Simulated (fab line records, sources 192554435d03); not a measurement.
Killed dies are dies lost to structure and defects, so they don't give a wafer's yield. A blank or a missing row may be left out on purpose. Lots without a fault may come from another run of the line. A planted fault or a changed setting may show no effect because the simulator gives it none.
Chamber matching | flow n5_finfet | N5_BEOL_M11_STRIP_77 on rie_diel-02: 4 sister chambers
The step strips in N2/H2, time 10 s. 4 wafers are shown with their chamber, then 7 later ones without.

WAFERS WITH THEIR CHAMBER
wafer  | chamber | drypump_motor_current_A (A)
L551.5 | 2       | 5.8
L551.6 | 3       | 5.4
L550.1 | 1       | 5.2
L550.3 | 0       | 5.0

WAFERS WITHOUT THEIR CHAMBER
wafer  | drypump_motor_current_A (A)
L550.4 | 5.8
L549.1 | 5.7
L549.2 | 5.5
L549.3 | 5.2
L554.1 | 5.8
L554.4 | 5.4
L554.5 | 5.8

WHICH CHAMBER EACH WENT THROUGH
wafer  | from the rows above | in truth
L550.4 | 2                   | 2
L549.1 | 2                   | 2
L549.2 | 3                   | 3
L549.3 | 1                   | 1
L554.1 | 2                   | 2
L554.4 | 3                   | 3
L554.5 | 2                   | 2
Placed correctly: 7 of 7. Can't be placed from these rows: 0. Placed wrongly: 0.
How it was worked out, from the rows above alone: a wafer's distance from a chamber is the root of the sum, over the readings, of the square of ((its reading less the chamber's mean) divided by the reading's scatter). The wafer belongs to the nearest chamber; if the next one is less than 2 further off, it can't be placed. A chamber's mean is the mean of its shown wafers. The scatter: with one shown wafer a chamber, the root of the mean of the squares of how far each hidden wafer lies from its nearest shown one.
